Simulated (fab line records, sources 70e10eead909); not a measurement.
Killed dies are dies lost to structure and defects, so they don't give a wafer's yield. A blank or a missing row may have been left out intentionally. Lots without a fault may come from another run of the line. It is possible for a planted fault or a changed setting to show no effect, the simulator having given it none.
The tool behind it: which one? || flow nand harc || 12 lots with 35 wafers sampled at 5 steps, on a route of 1159 steps

== WHAT THE GAUGES SHOWED, per wafer ==
NHARC_END_SORT_01. Usual: killed at array 27, standard deviation 12; killed at other 0.9, standard deviation 1.1; killed at periphery 3.2, standard deviation 2.4; killed dies 31, standard deviation 12; killed open 3.3, standard deviation 1.7; killed short 2.0, standard deviation 1.6.
{"lot": "L864", "measured": "day 24 11:29", "on": "prober-02", "killed at array": "11 15 310", "killed at other": "0 2 1", "killed at periphery": "7 4 10", "killed dies": "18 21 321", "killed open": "3 4 4", "killed short": "2 1 1", "flag": "OFF"}
{"lot": "L866", "measured": "day 24 05:25", "on": "prober-01", "killed at array": "20 235 348", "killed at other": "0 1 0", "killed at periphery": "4 4 5", "killed dies": "24 240 353", "killed open": "4 4 3", "killed short": "1 1 1", "flag": "OFF"}

== WHAT TOOL EACH LOT RAN ON (gives the tool, then ch and the chambers of the sampled wafers, and finally the start) ==
{"lot": "L858", "NHARC_A_CHANNEL_FILL_D1_ETCHBACK_08": "rie diel-02 ch 0,3, day 10 20:55 or earlier", "NHARC_A_STAIRCASE_DESCUM_168": "rie diel-12 ch 0,1,2, day 10 20:55", "NHARC_A_STAIRCASE_TRIM_12": "rie diel-07 ch 2,3, day 10 22:50", "NHARC_A_STAIRCASE_TRIM_16": "rie diel-07 ch 0,3, no start"}
{"lot": "L862", "NHARC_A_CHANNEL_FILL_D1_ETCHBACK_08": "rie diel-02 ch 2,3, day 11 16:22 or earlier", "NHARC_A_STAIRCASE_DESCUM_168": "rie diel-07 ch 0,2, day 11 16:22", "NHARC_A_STAIRCASE_TRIM_12": "rie diel-12 ch 0,1,3, day 11 18:16", "NHARC_A_STAIRCASE_TRIM_16": "rie diel-12 ch 0,1, no start"}
{"lot": "L861", "NHARC_A_CHANNEL_FILL_D1_ETCHBACK_08": "rie diel-13 ch 1,2,3, day 11 16:13 or earlier", "NHARC_A_STAIRCASE_DESCUM_168": "rie diel-11 ch 0,1,3, day 11 16:13", "NHARC_A_STAIRCASE_TRIM_12": "rie diel-07 ch 0,1,3, day 11 18:28", "NHARC_A_STAIRCASE_TRIM_16": "rie diel-07 ch 0,2,3, no start"}
{"lot": "L863", "NHARC_A_CHANNEL_FILL_D1_ETCHBACK_08": "rie diel-02 ch 0,1,3, day 11 20:44 or earlier", "NHARC_A_STAIRCASE_DESCUM_168": "rie diel-11 ch 1,2,3, day 11 20:44", "NHARC_A_STAIRCASE_TRIM_12": "rie diel-12 ch 0,1,2, day 11 23:05", "NHARC_A_STAIRCASE_TRIM_16": "rie diel-12 ch 1,2,3, no start"}
{"lot": "L864", "NHARC_A_CHANNEL_FILL_D1_ETCHBACK_08": "rie diel-03 ch 0,1, day 12 12:13 or earlier", "NHARC_A_STAIRCASE_DESCUM_168": "rie diel-11 ch 1,2, day 12 12:13", "NHARC_A_STAIRCASE_TRIM_12": "rie diel-12 ch 0,2, day 12 14:35", "NHARC_A_STAIRCASE_TRIM_16": "rie diel-12 ch 0,1,2, day 24 11:29 or earlier"}
{"lot": "L866", "NHARC_A_CHANNEL_FILL_D1_ETCHBACK_08": "rie diel-02 ch 0,1,3, day 12 12:04 or earlier", "NHARC_A_STAIRCASE_DESCUM_168": "rie diel-11 ch 0,1,3, day 12 12:04", "NHARC_A_STAIRCASE_TRIM_12": "rie diel-12 ch 0,1, day 12 14:13", "NHARC_A_STAIRCASE_TRIM_16": "rie diel-12 ch 2,3, day 24 05:25 or earlier"}
{"lot": "L867", "NHARC_A_CHANNEL_FILL_D1_ETCHBACK_08": "rie diel-03 ch 2,3, day 12 23:55 or earlier", "NHARC_A_STAIRCASE_DESCUM_168": "rie diel-12 ch 2,3, day 12 23:55", "NHARC_A_STAIRCASE_TRIM_12": "rie diel-07 ch 2,3, day 13 01:50", "NHARC_A_STAIRCASE_TRIM_16": "rie diel-07 ch 0,2, no start"}
{"lot": "L865", "NHARC_A_CHANNEL_FILL_D1_ETCHBACK_08": "rie diel-02 ch 1,2, day 13 00:07 or earlier", "NHARC_A_STAIRCASE_DESCUM_168": "rie diel-12 ch 0,3, day 13 00:07", "NHARC_A_STAIRCASE_TRIM_12": "rie diel-12 ch 0, day 13 02:11", "NHARC_A_STAIRCASE_TRIM_16": "rie diel-12 ch 1,2, no start"}
{"lot": "L873", "NHARC_A_CHANNEL_FILL_D1_ETCHBACK_08": "rie diel-03 ch 1,2, day 14 09:13 or earlier", "NHARC_A_STAIRCASE_DESCUM_168": "rie diel-07 ch 0,2,3, day 14 09:13", "NHARC_A_STAIRCASE_TRIM_12": "rie diel-07 ch 0,2, day 14 11:40", "NHARC_A_STAIRCASE_TRIM_16": "rie diel-07 ch 0,1, no start"}
{"lot": "L879", "NHARC_A_CHANNEL_FILL_D1_ETCHBACK_08": "rie diel-13 ch 0,2,3, day 15 17:53 or earlier", "NHARC_A_STAIRCASE_DESCUM_168": "rie diel-12 ch 0,2,3, day 15 17:53", "NHARC_A_STAIRCASE_TRIM_12": "rie diel-12 ch 0,1,2, day 15 19:40", "NHARC_A_STAIRCASE_TRIM_16": "rie diel-12 ch 0,1,3, no start"}
{"lot": "L877", "NHARC_A_CHANNEL_FILL_D1_ETCHBACK_08": "rie diel-03 ch 1,2, day 15 21:08 or earlier", "NHARC_A_STAIRCASE_DESCUM_168": "rie diel-12 ch 0,1,2, day 15 21:08", "NHARC_A_STAIRCASE_TRIM_12": "rie diel-11 ch 0,2,3, day 15 23:09", "NHARC_A_STAIRCASE_TRIM_16": "rie diel-11 ch 0,2,3, no start"}
{"lot": "L881", "NHARC_A_CHANNEL_FILL_D1_ETCHBACK_08": "rie diel-03 ch 0,2,3, day 17 03:24 or earlier", "NHARC_A_STAIRCASE_DESCUM_168": "rie diel-07 ch 0,1,2, day 17 03:24", "NHARC_A_STAIRCASE_TRIM_12": "rie diel-07 ch 0,1, day 17 05:15", "NHARC_A_STAIRCASE_TRIM_16": "rie diel-07 ch 0,1,2, no start"}
- NHARC_A_CHANNEL_FILL_D1_ETCHBACK_08: etches the open film in C4F8, target depth 220 nm, time 110 s.
- NHARC_A_STAIRCASE_DESCUM_168: chemistry O2, time 3 s.
- NHARC_A_STAIRCASE_TRIM_12: chemistry O2, time 211.2 s.
- NHARC_A_STAIRCASE_TRIM_16: chemistry O2, time 211.2 s.

== WHAT THE TOOLS THEMSELVES READ (means of the sampled wafers that have a number; where no wafer has one, the mark that the record gives instead) ==
NHARC_A_CHANNEL_FILL_D1_ETCHBACK_08. Usual: oes product au 0.96 a.u., standard deviation 0.038; rf fwd power W 596.3 W, standard deviation 2; rf vpp V 440.3 V, standard deviation 2.3.
{"lot": "L858", "tool": "rie diel-02", "oes product au (a.u.)": 1.01, "rf fwd power W (W)": 595.9, "rf vpp V (V)": 440.4, "flag": ""}
{"lot": "L862", "tool": "rie diel-02", "oes product au (a.u.)": 0.91, "rf fwd power W (W)": 597.0, "rf vpp V (V)": 437.3, "flag": ""}
{"lot": "L861", "tool": "rie diel-13", "oes product au (a.u.)": 0.92, "rf fwd power W (W)": 598.0, "rf vpp V (V)": 441.2, "flag": ""}
{"lot": "L863", "tool": "rie diel-02", "oes product au (a.u.)": 1.01, "rf fwd power W (W)": 596.2, "rf vpp V (V)": 439.5, "flag": ""}
{"lot": "L864", "tool": "rie diel-03", "oes product au (a.u.)": 0.94, "rf fwd power W (W)": 593.1, "rf vpp V (V)": 442.3, "flag": ""}
{"lot": "L866", "tool": "rie diel-02", "oes product au (a.u.)": 0.92, "rf fwd power W (W)": 596.5, "rf vpp V (V)": 439.7, "flag": ""}
{"lot": "L867", "tool": "rie diel-03", "oes product au (a.u.)": 0.97, "rf fwd power W (W)": 595.3, "rf vpp V (V)": 437.9, "flag": ""}
{"lot": "L865", "tool": "rie diel-02", "oes product au (a.u.)": 0.99, "rf fwd power W (W)": 596.5, "rf vpp V (V)": 440.1, "flag": ""}
{"lot": "L873", "tool": "rie diel-03", "oes product au (a.u.)": 1.00, "rf fwd power W (W)": 598.5, "rf vpp V (V)": 439.4, "flag": ""}
{"lot": "L879", "tool": "rie diel-13", "oes product au (a.u.)": 1.01, "rf fwd power W (W)": 596.5, "rf vpp V (V)": 440.8, "flag": ""}
{"lot": "L877", "tool": "rie diel-03", "oes product au (a.u.)": 0.92, "rf fwd power W (W)": 594.8, "rf vpp V (V)": 441.6, "flag": ""}
{"lot": "L881", "tool": "rie diel-03", "oes product au (a.u.)": 0.93, "rf fwd power W (W)": 595.7, "rf vpp V (V)": 440.3, "flag": ""}

NHARC_A_STAIRCASE_DESCUM_168. Usual: drypump motor current A 5.9 A, standard deviation 0.5; oes product au 1.002 a.u., standard deviation 0.01; rf vpp V 57.9 V, standard deviation 0.98; showerhead plenum p Torr 1.94 Torr, standard deviation 0.076; throttle valve pct 11.310 %, standard deviation 0.0089.
{"lot": "L858", "tool": "rie diel-12", "drypump motor current A (A)": 6.0, "oes product au (a.u.)": 1.007, "rf vpp V (V)": 58.1, "showerhead plenum p Torr (Torr)": 1.97, "throttle valve pct (%)": 11.306, "flag": ""}
{"lot": "L862", "tool": "rie diel-07", "drypump motor current A (A)": 6.5, "oes product au (a.u.)": 0.997, "rf vpp V (V)": 57.3, "showerhead plenum p Torr (Torr)": 1.90, "throttle valve pct (%)": 11.306, "flag": ""}
{"lot": "L861", "tool": "rie diel-11", "drypump motor current A (A)": 6.0, "oes product au (a.u.)": 1.001, "rf vpp V (V)": 57.9, "showerhead plenum p Torr (Torr)": 1.97, "throttle valve pct (%)": 11.308, "flag": ""}
{"lot": "L863", "tool": "rie diel-11", "drypump motor current A (A)": 5.9, "oes product au (a.u.)": 1.006, "rf vpp V (V)": 58.0, "showerhead plenum p Torr (Torr)": 1.92, "throttle valve pct (%)": 11.308, "flag": ""}
{"lot": "L864", "tool": "rie diel-11", "drypump motor current A (A)": 5.5, "oes product au (a.u.)": 0.997, "rf vpp V (V)": 57.9, "showerhead plenum p Torr (Torr)": 1.93, "throttle valve pct (%)": 11.301, "flag": ""}
{"lot": "L866", "tool": "rie diel-11", "drypump motor current A (A)": 6.0, "oes product au (a.u.)": 0.998, "rf vpp V (V)": 58.1, "showerhead plenum p Torr (Torr)": 1.97, "throttle valve pct (%)": 11.312, "flag": ""}
{"lot": "L867", "tool": "rie diel-12", "drypump motor current A (A)": 6.1, "oes product au (a.u.)": 1.001, "rf vpp V (V)": 58.8, "showerhead plenum p Torr (Torr)": 1.99, "throttle valve pct (%)": 11.317, "flag": ""}
{"lot": "L865", "tool": "rie diel-12", "drypump motor current A (A)": 5.8, "oes product au (a.u.)": 1.016, "rf vpp V (V)": 58.0, "showerhead plenum p Torr (Torr)": 1.94, "throttle valve pct (%)": 11.300, "flag": ""}
{"lot": "L873", "tool": "rie diel-07", "drypump motor current A (A)": 6.1, "oes product au (a.u.)": 0.993, "rf vpp V (V)": 58.4, "showerhead plenum p Torr (Torr)": 1.96, "throttle valve pct (%)": 11.309, "flag": ""}
{"lot": "L879", "tool": "rie diel-12", "drypump motor current A (A)": 6.0, "oes product au (a.u.)": 0.998, "rf vpp V (V)": 57.4, "showerhead plenum p Torr (Torr)": 1.95, "throttle valve pct (%)": 11.308, "flag": ""}
{"lot": "L877", "tool": "rie diel-12", "drypump motor current A (A)": 5.9, "oes product au (a.u.)": 0.998, "rf vpp V (V)": 58.3, "showerhead plenum p Torr (Torr)": 1.96, "throttle valve pct (%)": 11.312, "flag": ""}
{"lot": "L881", "tool": "rie diel-07", "drypump motor current A (A)": 5.8, "oes product au (a.u.)": 1.011, "rf vpp V (V)": 58.0, "showerhead plenum p Torr (Torr)": 1.89, "throttle valve pct (%)": 11.317, "flag": ""}

NHARC_A_STAIRCASE_TRIM_12. Usual: drypump motor current A 5.8 A, standard deviation 0.57; oes product au 1.002 a.u., standard deviation 0.011; rf vpp V 57.9 V, standard deviation 0.91; run length s 232.1 s, standard deviation 0.46; showerhead plenum p Torr 3.58 Torr, standard deviation 0.13; throttle valve pct 17.037 %, standard deviation 0.0092.
{"lot": "L858", "tool": "rie diel-07", "drypump motor current A (A)": 5.7, "oes product au (a.u.)": 1.009, "rf vpp V (V)": 58.8, "run length s (s)": 231.9, "showerhead plenum p Torr (Torr)": 3.75, "throttle valve pct (%)": 17.040, "flag": ""}
{"lot": "L862", "tool": "rie diel-12", "drypump motor current A (A)": 5.9, "oes product au (a.u.)": 1.016, "rf vpp V (V)": 58.0, "run length s (s)": 232.5, "showerhead plenum p Torr (Torr)": 3.59, "throttle valve pct (%)": 17.044, "flag": ""}
{"lot": "L861", "tool": "rie diel-07", "drypump motor current A (A)": 5.7, "oes product au (a.u.)": 1.004, "rf vpp V (V)": 57.5, "run length s (s)": 231.8, "showerhead plenum p Torr (Torr)": 3.54, "throttle valve pct (%)": 17.035, "flag": ""}
{"lot": "L863", "tool": "rie diel-12", "drypump motor current A (A)": 6.0, "oes product au (a.u.)": 1.012, "rf vpp V (V)": 58.2, "run length s (s)": 232.5, "showerhead plenum p Torr (Torr)": 3.62, "throttle valve pct (%)": 17.031, "flag": ""}
{"lot": "L864", "tool": "rie diel-12", "drypump motor current A (A)": 6.1, "oes product au (a.u.)": 1.003, "rf vpp V (V)": 58.3, "run length s (s)": 256.8, "showerhead plenum p Torr (Torr)": 3.64, "throttle valve pct (%)": 17.026, "flag": "OFF"}
{"lot": "L866", "tool": "rie diel-12", "drypump motor current A (A)": 5.8, "oes product au (a.u.)": 1.002, "rf vpp V (V)": 58.1, "run length s (s)": 282.2, "showerhead plenum p Torr (Torr)": 3.59, "throttle valve pct (%)": 17.041, "flag": "OFF"}
{"lot": "L867", "tool": "rie diel-07", "drypump motor current A (A)": 5.7, "oes product au (a.u.)": 1.004, "rf vpp V (V)": 58.0, "run length s (s)": 231.9, "showerhead plenum p Torr (Torr)": 3.74, "throttle valve pct (%)": 17.047, "flag": ""}
{"lot": "L865", "tool": "rie diel-12", "drypump motor current A (A)": 5.7, "oes product au (a.u.)": 1.012, "rf vpp V (V)": 56.8, "run length s (s)": 270.0, "showerhead plenum p Torr (Torr)": 3.50, "throttle valve pct (%)": 17.032, "flag": "OFF"}
{"lot": "L873", "tool": "rie diel-07", "drypump motor current A (A)": 6.2, "oes product au (a.u.)": 0.996, "rf vpp V (V)": 58.0, "run length s (s)": 232.1, "showerhead plenum p Torr (Torr)": 3.59, "throttle valve pct (%)": 17.043, "flag": ""}
{"lot": "L879", "tool": "rie diel-12", "drypump motor current A (A)": 5.9, "oes product au (a.u.)": 1.009, "rf vpp V (V)": 58.5, "run length s (s)": 232.5, "showerhead plenum p Torr (Torr)": 3.60, "throttle valve pct (%)": 17.036, "flag": ""}
{"lot": "L877", "tool": "rie diel-11", "drypump motor current A (A)": 6.0, "oes product au (a.u.)": 1.003, "rf vpp V (V)": 58.2, "run length s (s)": 232.1, "showerhead plenum p Torr (Torr)": 3.48, "throttle valve pct (%)": 17.028, "flag": ""}
{"lot": "L881", "tool": "rie diel-07", "drypump motor current A (A)": 6.0, "oes product au (a.u.)": 1.004, "rf vpp V (V)": 57.2, "run length s (s)": 231.8, "showerhead plenum p Torr (Torr)": 3.40, "throttle valve pct (%)": 17.047, "flag": ""}

NHARC_A_STAIRCASE_TRIM_16. Usual: drypump motor current A 5.9 A, standard deviation 0.56; oes product au 1.004 a.u., standard deviation 0.0093; rf vpp V 58.0 V, standard deviation 0.93; run length s 232.1 s, standard deviation 0.44; showerhead plenum p Torr 3.58 Torr, standard deviation 0.13; throttle valve pct 17.036 %, standard deviation 0.008.
{"lot": "L858", "tool": "rie diel-07", "drypump motor current A (A)": 6.3, "oes product au (a.u.)": 0.997, "rf vpp V (V)": 56.7, "run length s (s)": 231.8, "showerhead plenum p Torr (Torr)": 3.54, "throttle valve pct (%)": 17.033, "flag": ""}
{"lot": "L862", "tool": "rie diel-12", "drypump motor current A (A)": 5.8, "oes product au (a.u.)": 1.011, "rf vpp V (V)": 57.6, "run length s (s)": 232.8, "showerhead plenum p Torr (Torr)": 3.55, "throttle valve pct (%)": 17.041, "flag": ""}
{"lot": "L861", "tool": "rie diel-07", "drypump motor current A (A)": 6.1, "oes product au (a.u.)": 1.005, "rf vpp V (V)": 57.9, "run length s (s)": 231.8, "showerhead plenum p Torr (Torr)": 3.63, "throttle valve pct (%)": 17.046, "flag": ""}
{"lot": "L863", "tool": "rie diel-12", "drypump motor current A (A)": 6.1, "oes product au (a.u.)": 0.998, "rf vpp V (V)": 58.7, "run length s (s)": 232.2, "showerhead plenum p Torr (Torr)": 3.66, "throttle valve pct (%)": 17.030, "flag": ""}
{"lot": "L864", "tool": "rie diel-12", "drypump motor current A (A)": 5.9, "oes product au (a.u.)": 1.008, "rf vpp V (V)": 57.4, "run length s (s)": 232.4, "showerhead plenum p Torr (Torr)": 3.61, "throttle valve pct (%)": 17.036, "flag": ""}
{"lot": "L866", "tool": "rie diel-12", "drypump motor current A (A)": 6.1, "oes product au (a.u.)": 1.005, "rf vpp V (V)": 58.8, "run length s (s)": 232.1, "showerhead plenum p Torr (Torr)": 3.65, "throttle valve pct (%)": 17.034, "flag": ""}
{"lot": "L867", "tool": "rie diel-07", "drypump motor current A (A)": 6.2, "oes product au (a.u.)": 0.995, "rf vpp V (V)": 58.1, "run length s (s)": 231.9, "showerhead plenum p Torr (Torr)": 3.60, "throttle valve pct (%)": 17.033, "flag": ""}
{"lot": "L865", "tool": "rie diel-12", "drypump motor current A (A)": 6.1, "oes product au (a.u.)": 0.998, "rf vpp V (V)": 57.2, "run length s (s)": 232.4, "showerhead plenum p Torr (Torr)": 3.67, "throttle valve pct (%)": 17.047, "flag": ""}
{"lot": "L873", "tool": "rie diel-07", "drypump motor current A (A)": 5.4, "oes product au (a.u.)": 1.002, "rf vpp V (V)": 57.7, "run length s (s)": 231.8, "showerhead plenum p Torr (Torr)": 3.42, "throttle valve pct (%)": 17.040, "flag": ""}
{"lot": "L879", "tool": "rie diel-12", "drypump motor current A (A)": 5.9, "oes product au (a.u.)": 1.005, "rf vpp V (V)": 58.7, "run length s (s)": 232.4, "showerhead plenum p Torr (Torr)": 3.57, "throttle valve pct (%)": 17.042, "flag": ""}
{"lot": "L877", "tool": "rie diel-11", "drypump motor current A (A)": 6.0, "oes product au (a.u.)": 1.005, "rf vpp V (V)": 57.5, "run length s (s)": 232.1, "showerhead plenum p Torr (Torr)": 3.48, "throttle valve pct (%)": 17.032, "flag": ""}
{"lot": "L881", "tool": "rie diel-07", "drypump motor current A (A)": 5.8, "oes product au (a.u.)": 1.010, "rf vpp V (V)": 58.0, "run length s (s)": 231.8, "showerhead plenum p Torr (Torr)": 3.49, "throttle valve pct (%)": 17.036, "flag": ""}

== THE ANSWER, worked out from the rows above alone ==
Rule: a lot counts as off when the mean over its wafers that have a number is more than 3 standard deviations away from the usual mean. A lot without any number at a reading at which 4 lots or more have one is off too. Where the step has rows for the other lots, those lots are counted as sound. First the gauges in route order, then the tools' own readings, where a lot's mean is used as printed above. The first step at which some lot is off is used, and at that step the reading that is off furthest; a lot without a number counts as furthest.
Off: L864, L866 (NHARC_END_SORT_01, killed dies). Neither off nor sound, because the step has no rows for them: L858, L862, L861, L863, L867, L865, L873, L879, L877, L881.
If a tool, at a process step before that reading, ran all the lots that are off and no sound lot after the first of them, it fits. The gauges at NHARC_END_SORT_01 aren't tried: what is off there is off at NHARC_A_STAIRCASE_TRIM_12 too, on other tools, and a gauge's error can't cause that. With no start given for some of its lots, NHARC_A_CHANNEL_FILL_D1_ETCHBACK_08 uses the hours and lot order of NHARC_A_STAIRCASE_DESCUM_168. With no start given for some of its lots, NHARC_A_STAIRCASE_TRIM_16 uses the hours and lot order of NHARC_END_SORT_01. Can't be told from this: 2 tools fit, rie diel-11 at NHARC_A_STAIRCASE_DESCUM_168, rie diel-12 at NHARC_A_STAIRCASE_TRIM_12 and NHARC_A_STAIRCASE_TRIM_16.

== WHAT THE SIMULATOR PUT IN ==
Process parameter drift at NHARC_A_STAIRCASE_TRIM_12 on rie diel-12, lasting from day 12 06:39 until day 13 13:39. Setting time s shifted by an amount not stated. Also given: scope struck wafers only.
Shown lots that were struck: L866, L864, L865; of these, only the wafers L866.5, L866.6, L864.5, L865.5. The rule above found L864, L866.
